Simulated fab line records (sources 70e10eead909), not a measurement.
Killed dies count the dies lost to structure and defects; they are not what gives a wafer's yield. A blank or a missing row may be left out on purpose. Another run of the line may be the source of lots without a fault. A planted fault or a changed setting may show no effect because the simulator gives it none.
fab line records	flow nand-harc
record: lots: 6	wafers: 18	last-day: 33
route steps=1302 shown A_M0@1148 END@1302
lots untouched by any fault: they come from a run of this same line in which no faults occurred
start-h: the number of hours between the record's first day and the start of the first shown wafer of the lot	wait-h: how many hours have passed since the lot's step before this one	" repeats the value in the row above	L1.1+2: several wafers, shown together as one row	- value missing, or start not given	* or withheld: withheld	< > ~ a bound
route shown NAME@n: names a module that has steps shown in the file, with the first one's number in the route	usual: mean/standard deviation of fault-free wafers	same: alike in all rows	chamber/n: place in a boat	sites: readings site by site	_std_site: the standard deviation of these	_edge_site: the outer-site mean with the inner-site mean subtracted	radius-mm: for every site, how far away it sits from the centre of the wafer	mask NAME#n: copy n	behind: the most recent tool/chamber to have shaped the wafer	hold: the reason the lot was held/the length of the hold in hours/how it ended	device: whichever transistor did not switch (one of n, p or np)	end of line: the same wafers' tests at the end of the route	where a step has no rows: the recipe by itself	killed: dies that structure and defects cost at the first sort, which is not the same as the wafer's yield	map: a wafer's dies, x killed, . not, _ none there
set.NAME: the run value of the setting; set.NAME@STEP: its run value at that earlier step	model.NAME: the simulator's own value behind a step, which no gauge read
lots at selected steps of the route; one table per step, one row per wafer
services: a tool's chamber out of use, with start hour (start-h, from the record's first day; less than 0 if before it), hours out, and reason
== steps ==
step: NHARC_A_M0_OVL_MEAS_10
recipe: pitch-nm: 160
usual: overlay-x-nm: 0.1/0.84	overlay-y-nm: 0.1/0.85
lot.wafer	tool	chamber	start-h	wait-h	overlay-x-nm	overlay-y-nm
L474.1	overlay-02	-	605.62	-	1.5	-1.5
L474.4	"	-	"	"	0.8	-1.8
L474.5	"	-	"	"	0.9	-1.7
L477.2	overlay-01	-	645.80	-	0.2	0.2
L477.4	"	-	"	"	0.7	-0.1
L477.6	"	-	"	"	0.6	0.3
L478.2	overlay-01	-	650.01	-	0.0	-0.1
L478.3	"	-	"	"	0.2	0.2
L478.4	"	-	"	"	0.1	0.4
L482.2	overlay-02	-	696.82	-	0.6	-0.5
L482.3	"	-	"	"	-0.3	-0.8
L482.6	"	-	"	"	-1.0	-0.8
L483.3	overlay-01	-	700.99	-	-1.6	1.5
L483.5	"	-	"	"	-1.5	0.9
L483.6	"	-	"	"	-2.2	1.2
L488.1	overlay-02	-	758.79	-	1.1	1.4
L488.4	"	-	"	"	0.7	2.0
L488.6	"	-	"	"	1.5	2.0
step: NHARC_A_M0_INSPECT_11
usual: raw-defect-count: 89/37
lot.wafer	tool	chamber	start-h	wait-h	raw-defect-count
L474.1	defect-inspect-01	-	605.66	0.0	82
L474.4	"	-	"	"	90
L474.5	"	-	"	"	68
L477.2	defect-inspect-01	-	645.84	0.0	72
L477.4	"	-	"	"	70
L477.6	"	-	"	"	81
L478.2	defect-inspect-01	-	650.04	0.0	91
L478.3	"	-	"	"	99
L478.4	"	-	"	"	99
L482.2	defect-inspect-02	-	696.85	0.0	86
L482.3	"	-	"	"	96
L482.6	"	-	"	"	87
L483.3	defect-inspect-02	-	701.02	0.0	116
L483.5	"	-	"	"	156
L483.6	"	-	"	"	136
L488.1	defect-inspect-01	-	758.82	0.0	82
L488.4	"	-	"	"	78
L488.6	"	-	"	"	61
step: NHARC_A_M0_DESCUM_14
recipe: time-s: 3	o2-flow-sccm: 200	ar-flow-sccm: 0	bias-power-w: 0	chemistry: O2
usual: drypump-motor-current-A: 5.7/0.37	oes-product-au: 0.996/0.016	rf-vpp-V: 57.9/0.94	showerhead-plenum-p-Torr: 1.93/0.052	throttle-valve-pct: 11.312/0.0097
lot.wafer	tool	chamber	start-h	wait-h	drypump-motor-current-A	oes-product-au	rf-hours-counter-h	rf-vpp-V	showerhead-plenum-p-Torr	throttle-valve-pct
L474.4	rie-diel-06	3	605.74	0.1	6.0	1.019	5.3	58.9	1.99	11.318
L474.1	"	0	"	"	5.5	0.976	6.4	58.0	1.97	11.305
L474.5	"	1	"	"	6.8	0.991	-	57.2	1.95	11.313
L477.4	rie-diel-01	2	645.91	0.1	5.6	0.972	3.3	56.2	1.89	11.328
L477.2	"	0	"	"	6.0	0.978	3.2	58.4	1.89	11.308
L477.6	"	1	"	"	5.4	1.021	-	58.8	1.95	11.328
L478.4	rie-diel-01	1	650.11	0.1	5.4	1.019	3.3	59.3	1.95	11.317
L478.3	"	2	"	"	5.6	0.961	3.5	57.0	1.89	11.331
L478.2	"	3	"	"	6.0	0.992	2.9	57.8	2.04	11.315
L482.3	rie-diel-09	1	696.92	0.1	5.4	1.002	1.2	58.3	1.94	11.308
L482.2	"	3	"	"	5.4	0.986	0.7	57.9	1.97	11.316
L482.6	"	0	"	"	5.5	1.005	-	58.3	1.84	11.292
L483.3	rie-diel-01	0	701.11	0.1	6.0	0.989	6.1	58.6	1.89	11.314
L483.5	"	1	"	"	5.3	1.019	-	58.9	1.95	11.308
L483.6	"	2	"	"	5.6	0.974	-	56.5	1.89	11.307
L488.1	rie-diel-09	3	758.89	0.1	5.5	0.980	6.3	57.3	1.97	11.326
L488.4	"	1	"	"	5.4	1.017	4.7	58.8	1.94	11.322
L488.6	"	3	"	"	5.5	0.985	-	59.2	1.97	11.321
step: NHARC_A_M0_ETCH_34
recipe: target-depth-a: 400	overetch-a: 120	time-s: 43.94	ion-energy-ev: 200	n2-flow-sccm: 150	h2-flow-sccm: 150	ar-flow-sccm: 0	rf-w: 400	bias-w: 150	chemistry: N2/H2
usual: drypump-motor-current-A: 5.8/0.37	oes-product-au: 0.996/0.016	rf-vpp-V: 431.1/1.8	showerhead-plenum-p-Torr: 2.06/0.061	throttle-valve-pct: 14.171/0.0099
lot.wafer	tool	chamber	start-h	wait-h	drypump-motor-current-A	oes-product-au	rf-hours-counter-h	rf-vpp-V	showerhead-plenum-p-Torr	throttle-valve-pct
L474.1	rie-diel-06	1	605.80	0.1	6.7	0.996	6.9	430.9	2.08	14.158
L474.4	"	3	"	"	6.0	1.014	5.3	432.6	2.12	14.164
L474.5	"	2	"	"	5.8	0.994	-	428.1	1.96	14.191
L477.4	rie-diel-01	1	645.98	0.1	5.4	1.020	3.2	431.2	2.08	14.165
L477.2	"	3	"	"	6.0	0.990	2.8	434.9	2.18	14.178
L477.6	"	2	"	"	5.6	0.965	-	430.6	2.02	14.174
L478.3	rie-diel-01	2	650.19	0.1	5.6	0.964	3.5	429.1	2.02	14.162
L478.2	"	0	"	"	6.0	0.971	3.3	430.6	2.02	14.151
L478.4	"	1	"	"	5.4	1.020	3.3	430.3	2.08	14.170
L482.2	rie-diel-09	1	697.00	0.1	5.4	0.997	1.2	431.2	2.07	14.164
L482.3	"	0	"	"	5.5	1.000	1.2	428.8	1.96	14.169
L482.6	"	1	"	"	5.4	1.005	-	432.1	2.07	14.172
L483.3	rie-diel-01	0	701.19	0.1	6.0	0.974	6.1	429.9	2.01	14.176
L483.6	"	1	"	"	5.4	1.025	-	430.6	2.08	14.167
L483.5	"	2	"	"	5.6	0.990	-	429.5	2.02	14.162
L488.4	rie-diel-09	2	758.97	0.1	5.8	1.000	4.3	430.2	2.02	14.177
L488.1	"	0	"	"	5.5	1.002	2.7	428.3	1.96	14.168
L488.6	"	2	"	"	5.7	0.997	-	430.6	2.02	14.172
step: NHARC_A_M0_ETCH_15
recipe: target-depth-a: 1500	overetch-a: 150	time-s: 82.5	c4f8-flow-sccm: withheld	ar-flow-sccm: 400	rf-w: 600	bias-w: 300	chemistry: C4F8/Ar
usual: oes-product-au: 0.943/0.024	rf-vpp-V: 441.5/2
lot.wafer	tool	chamber	start-h	wait-h	oes-product-au	rf-hours-counter-h	rf-vpp-V
L474.1	rie-diel-06	3	-	-	0.981	5.3	443.4
L474.4	"	1	"	"	0.944	6.9	441.8
L474.5	"	2	"	"	0.949	-	438.7
L477.4	rie-diel-01	1	-	-	0.960	3.2	442.0
L477.2	"	2	"	"	0.904	3.4	440.0
L477.6	"	1	"	"	0.953	-	442.3
L478.3	rie-diel-01	2	-	-	0.899	3.5	439.5
L478.2	"	3	"	"	0.924	2.9	445.4
L478.4	"	1	"	"	0.945	3.3	443.7
L482.2	rie-diel-09	1	-	-	0.954	1.2	441.5
L482.3	"	0	"	"	0.965	1.3	439.6
L482.6	"	1	"	"	0.964	-	441.3
L483.3	rie-diel-01	3	-	-	0.917	5.7	444.2
L483.5	"	3	"	"	0.923	-	444.5
L483.6	"	0	"	"	0.912	-	440.0
L488.4	rie-diel-09	1	-	-	0.940	4.8	440.6
L488.1	"	3	"	"	0.897	6.3	443.1
L488.6	"	1	"	"	0.951	-	441.7
step: NHARC_A_M0_CD_MEAS_16
usual: cd-nm: 80.3/1.1
lot.wafer	tool	chamber	start-h	wait-h	cd-nm
L474.1	cd-sem-02	-	606.02	-	79.8
L474.4	"	-	"	"	79.0
L474.5	"	-	"	"	81.4
L477.2	cd-sem-03	-	646.20	-	79.7
L477.4	"	-	"	"	78.7
L477.6	"	-	"	"	78.8
L478.2	cd-sem-02	-	650.41	-	79.9
L478.3	"	-	"	"	78.8
L478.4	"	-	"	"	80.2
L482.2	cd-sem-03	-	697.22	-	79.7
L482.3	"	-	"	"	80.3
L482.6	"	-	"	"	81.7
L483.3	cd-sem-02	-	701.39	-	82.1
L483.5	"	-	"	"	79.7
L483.6	"	-	"	"	81.5
L488.1	cd-sem-02	-	759.18	-	81.3
L488.4	"	-	"	"	82.0
L488.6	"	-	"	"	80.5
step: NHARC_A_M0_STRIP_18
recipe: power-w: 1000	n2-flow-sccm: 150	h2-flow-sccm: 150	ar-flow-sccm: 0	bias-w: 0	chemistry: N2/H2
usual: drypump-motor-current-A: 5.7/0.36	oes-product-au: 0.996/0.016	rf-vpp-V: 90.9/0.89	showerhead-plenum-p-Torr: 2.06/0.06	throttle-valve-pct: 14.170/0.009
lot.wafer	tool	chamber	start-h	wait-h	drypump-motor-current-A	oes-product-au	rf-hours-counter-h	rf-vpp-V	showerhead-plenum-p-Torr	throttle-valve-pct
L474.4	rie-diel-09	3	606.09	0.1	5.5	0.972	5.6	91.4	2.11	14.168
L474.1	"	1	"	"	5.4	1.004	5.1	90.3	2.07	14.174
L474.5	"	3	"	"	5.5	0.969	-	90.6	2.11	14.188
L477.2	rie-diel-09	2	646.30	0.1	5.8	0.994	8.7	89.7	2.02	14.169
L477.4	"	0	"	"	5.5	1.002	6.9	91.5	1.96	14.187
L477.6	"	2	"	"	5.8	0.997	-	89.7	2.02	14.171
L478.2	rie-diel-09	3	650.50	0.1	5.5	0.979	7.8	90.9	2.11	14.171
L478.3	"	0	"	"	5.5	0.997	6.9	91.0	1.96	14.165
L478.4	"	1	"	"	5.4	0.998	6.4	90.7	2.07	14.166
L482.2	rie-diel-01	1	697.31	0.1	5.4	1.021	5.8	90.7	2.08	14.162
L482.3	"	3	"	"	6.0	1.000	5.6	91.5	2.18	14.169
L482.6	"	0	"	"	6.0	0.975	-	91.7	2.02	14.180
L483.3	rie-diel-06	2	701.46	0.1	5.8	1.014	1.2	88.3	1.95	14.167
L483.6	"	2	"	"	5.8	1.017	-	90.0	1.95	14.162
L483.5	"	3	"	"	6.0	1.026	-	90.5	2.12	14.175
L488.1	rie-diel-06	2	759.26	0.1	5.8	0.999	2.9	90.5	1.95	14.169
L488.4	"	1	"	"	6.7	0.979	4.2	90.4	2.07	14.167
L488.6	"	2	"	"	5.8	0.996	-	90.8	1.95	14.169
step: NHARC_A_M0_STRIP_19
recipe: time-s: 600	temp-c: 30	chemistry: post-etch-residue-remover
step: NHARC_A_M0_DEGAS_28
recipe: temp-c: 250	time-s: 60
usual: heater-power-w: 334/29
lot.wafer	tool	chamber	start-h	wait-h	heater-power-w
L474.1	pvd-sputter-01	-	606.67	-	311
L474.4	"	-	"	"	311
L474.5	"	-	"	"	368
L477.4	pvd-sputter-03	-	646.81	-	284
L477.2	"	-	"	"	307
L477.6	"	-	"	"	334
L478.2	pvd-sputter-02	-	651.02	-	350
L478.4	"	-	"	"	325
L478.3	"	-	"	"	393
L482.2	pvd-sputter-02	-	697.83	-	342
L482.3	"	-	"	"	327
L482.6	"	-	"	"	348
L483.3	pvd-sputter-03	-	702.00	-	298
L483.5	"	-	"	"	306
L483.6	"	-	"	"	315
L488.4	pvd-sputter-03	-	759.80	-	330
L488.1	"	-	"	"	317
L488.6	"	-	"	"	347
step: NHARC_A_M0_PRE_CLEAN_29
recipe: time-s: 30	temp-c: 280	gas: H2/He
step: NHARC_A_M0_PVD_20
recipe: target-thk-a: 50	bias-v: 168.6	power-w: 15000	chamber-pressure-pa: 0.12	time-s: 8.06	substrate-temp-c: 50	material: TaN
step: NHARC_A_M0_PVD_21
recipe: target-thk-a: 300	chamber-pressure-pa: 5	power-w: 5000	substrate-temp-c: 30	time-s: 20.49	material: Cu
step: NHARC_A_M0_ECD_22
recipe: target-thk-a: 4000	bath-temp-c: 25	material: Cu
lot.wafer	tool	chamber	start-h	wait-h
L474.1+4+5	ecd-cu-02	1	607.08	-
L477.2+4+6	ecd-cu-01	0,1,0	647.22	-
L478.2+4+3	ecd-cu-01	1,0,1	651.43	-
L482.2+3+6	ecd-cu-02	1	698.19	-
L483.3+5+6	ecd-cu-02	1,1,0	702.46	-
L488.1+4+6	ecd-cu-01	0,1,0	760.16	-
step: NHARC_A_M0_ANNEAL_30
recipe: temp-c: 225	time-s: 90
step: NHARC_A_M0_CMP_23
recipe: t-overpolish-s: 20	target-thk-nm: 113.75
usual: motor-current-A: 11.8/1	time-to-endpoint-s: 29/3.3
lot.wafer	tool	chamber	start-h	wait-h	motor-current-A	time-to-endpoint-s
L474.1	cmp-01	3	607.79	-	12.2	27
L474.4	"	0	"	"	12.2	29
L474.5	"	2	"	"	11.2	28
L477.4	cmp-03	1	647.95	-	12.1	11
L477.2	"	2	"	"	11.9	30
L477.6	"	3	"	"	12.3	12
L478.2	cmp-01	3	652.10	-	11.9	28
L478.4	"	0	"	"	12.2	8
L478.3	"	1	"	"	10.7	13
L482.3	cmp-04	1	698.97	-	10.7	27
L482.2	"	2	"	"	11.2	30
L482.6	"	0	"	"	13.7	36
L483.3	cmp-03	2	703.08	-	11.8	27
L483.5	"	2	"	"	11.5	27
L483.6	"	3	"	"	12.7	28
L488.4	cmp-04	2	760.88	-	11.6	30
L488.1	"	0	"	"	14.0	39
L488.6	"	2	"	"	11.2	28
step: NHARC_A_M0_THK_MEAS_24
recipe: thk-meas-gauge: xrf
usual: thk-nm: 113.7/1.8
lot.wafer	tool	chamber	start-h	wait-h	thk-nm
L474.1	film-metro-02	-	608.07	-	112.9
L474.4	"	-	"	"	113.3
L474.5	"	-	"	"	113.1
L477.2	film-metro-02	-	648.21	-	114.5
L477.4	"	-	"	"	115.9
L477.6	"	-	"	"	111.2
L478.2	film-metro-01	-	652.41	-	112.6
L478.3	"	-	"	"	115.5
L478.4	"	-	"	"	115.1
L482.2	film-metro-01	-	699.22	-	111.7
L482.3	"	-	"	"	111.5
L482.6	"	-	"	"	115.4
L483.3	film-metro-02	-	703.40	-	114.9
L483.5	"	-	"	"	113.8
L483.6	"	-	"	"	113.6
L488.1	film-metro-02	-	761.19	-	116.4
L488.4	"	-	"	"	112.6
L488.6	"	-	"	"	114.4
step: NHARC_END_SORT_01
recipe: temp-c: 25
usual: defect-limited-yield: 90/3.1	killed-at-array: 59/20	killed-at-other: 0.8/1.1	killed-at-periphery: 5/3.1	killed-dies: 64/21	killed-open: 3.4/1.9	killed-short: 2.3/1.7
same: gross-dies: 677
lot.wafer	tool	chamber	start-h	wait-h	defect-limited-yield[%]	killed-at-array	killed-at-other	killed-at-periphery	killed-dies	killed-open	killed-short
L478.2	prober-01	0	690.34	2.8	90	63	0	6	69	3	2
L478.3	prober-01	0	691.15	3.1	89	72	0	3	75	1	1
L478.4	prober-01	0	691.95	3.4	87	82	0	5	87	4	2
L482.2	prober-01	0	738.91	2.8	88	74	0	4	78	6	4
L482.3	prober-01	0	739.72	3.1	88	71	0	9	80	7	0
L482.6	prober-01	0	742.14	4.0	91	62	0	1	63	2	3
L488.1	prober-02	0	798.03	2.5	90	58	2	9	69	2	0
L488.4	prober-02	0	800.43	3.4	90	59	0	9	68	3	2
L488.6	prober-02	0	802.03	4.0	92	44	3	10	57	3	1
killed by level:class
L478.2 A_SLIT:chamber-film-flake=27 A_CHANNEL_HOLE_D2:chamber-film-flake=14 A_CHANNEL_HOLE_D1:chamber-film-flake=7 A_CONTACT:chamber-film-flake=4 P_CONTACT:chamber-film-flake=3 A_STAIRCASE:chamber-film-flake=3 A_SGD_CUT:chamber-film-flake=2 A_M1:chamber-film-flake=2
L478.3 A_CHANNEL_HOLE_D2:chamber-film-flake=24 A_SLIT:chamber-film-flake=19 A_M0:area-ecd=11 A_STAIRCASE:chamber-film-flake=3 A_SGD_CUT:chamber-film-flake=3 A_CONTACT:chamber-film-flake=3 P_BONDPAD:chamber-film-flake=2 A_ZERO_WELL:chamber-film-flake=2
L478.4 A_SLIT:chamber-film-flake=34 A_CHANNEL_HOLE_D2:chamber-film-flake=15 A_M0:area-ecd=7 A_CHANNEL_HOLE_D1:chamber-film-flake=5 P_CONTACT:chamber-film-flake=3 A_STAIRCASE:chamber-film-flake=3 A_SGD_CUT:chamber-film-flake=3 A_CONTACT:chamber-film-flake=3
L482.2 A_CHANNEL_HOLE_D1:chamber-film-flake=33 A_STAIRCASE:chamber-film-flake=15 A_CONTACT:chamber-film-flake=7 A_CHANNEL_HOLE_D2:chamber-film-flake=6 A_SLIT:chamber-film-flake=5 P_CONTACT:geometric-particle:open=2 A_ONON_D1:geometric-particle:short=2 A_CHANNEL_FILL_D1:geometric-particle:open=2
L482.3 A_CHANNEL_HOLE_D1:chamber-film-flake=36 A_STAIRCASE:chamber-film-flake=18 A_CONTACT:chamber-film-flake=6 P_CONTACT:geometric-particle:open=3 P_ZERO_WELL:chamber-film-flake=3 A_SLIT:chamber-film-flake=3 P_STI:chamber-film-flake=2 A_CHANNEL_HOLE_D2:chamber-film-flake=2
L482.6 A_CHANNEL_HOLE_D1:chamber-film-flake=35 A_STAIRCASE:chamber-film-flake=9 A_SLIT:chamber-film-flake=4 A_CHANNEL_HOLE_D2:chamber-film-flake=3 A_CONTACT:chamber-film-flake=3 A_ONON_D1:geometric-particle:short=2 A_BLC:chamber-film-flake=2 A_CHANNEL_HOLE_D1:geometric-particle:open=1
L488.1 A_CHANNEL_HOLE_D2:chamber-film-flake=36 A_CONTACT:chamber-film-flake=9 A_SLIT:chamber-film-flake=7 P_GATE:chamber-film-flake=6 P_M1:chamber-film-flake=3 A_WL_FILL:chamber-film-flake=3 THIN_TSV:chamber-film-flake=2 A_DECK1_JOINT:geometric-particle:open=1
L488.4 A_CHANNEL_HOLE_D2:chamber-film-flake=32 A_SLIT:chamber-film-flake=11 A_CONTACT:chamber-film-flake=9 P_GATE:chamber-film-flake=6 P_M1:chamber-film-flake=2 P_M1:geometric-particle:open=1 A_SGD_CUT:geometric-particle:open=1 A_WL_FILL:geometric-particle:short=1
L488.6 A_CHANNEL_HOLE_D2:chamber-film-flake=19 A_CONTACT:chamber-film-flake=12 P_GATE:chamber-film-flake=8 A_SLIT:chamber-film-flake=7 A_CHANNEL_FILL_D2:chamber-film-flake=2 THIN_TSV:chamber-film-flake=2 P_CONTACT:geometric-particle:open=1 A_DECK1_JOINT:geometric-particle:open=1
== services ==
tool	chamber	start-h	hours	kind
rie-diel-01	1	586.07	6.8	repair
ecd-cu-02	-	596.06	8.0	pm
cmp-01	-	600.88	1.4	repair
cmp-04	-	601.62	4.0	pm
cmp-03	-	609.71	3.0	repair
rie-diel-01	3	616.09	7.3	repair
rie-diel-09	1	617.28	15.0	repair
rie-diel-06	2	660.39	10.5	repair
rie-diel-06	-	661.20	9.0	pm
ecd-cu-02	-	670.26	2.3	repair
rie-diel-09	1	673.16	6.1	repair
rie-diel-09	-	674.36	9.0	pm
ecd-cu-01	-	688.00	8.0	pm
rie-diel-09	2	688.08	4.9	repair
rie-diel-01	2	690.26	2.0	repair
pvd-sputter-03	-	704.08	10.0	pm
rie-diel-09	0	722.75	35.1	repair
rie-diel-09	2	725.60	14.1	repair
rie-diel-06	2	731.53	22.5	repair
ecd-cu-01	-	732.48	3.0	repair
rie-diel-01	-	734.93	9.0	pm
pvd-sputter-03	-	736.97	1.4	repair
rie-diel-06	3	738.03	3.6	repair
rie-diel-09	1	750.60	5.7	repair
== key ==
first-sign: step: NHARC_A_M0_CMP_23	reading: time-to-endpoint-s	direction: down	sigmas: 5.6	usual: *	struck: *
effect none on later readings
met-at NHARC_A_M0_ECD_22
struck-wafers L477.4,L477.6,L478.3,L478.4
sort-left-out L477.4,L477.6
fault: kind: process-parameter-drift	tool: ecd-cu-01	chamber: -	onset-h: 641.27	steps: NHARC_A_M0_ECD_22	channel: target-thk-a	offset: *	shape: step	end-h: 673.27	scope: struck-wafers-only	acts-in: *	stated: *
sort-left-out: the simulated sort isn't trusted on such a fault, so these wafers' sort isn't shown, and their yield isn't known
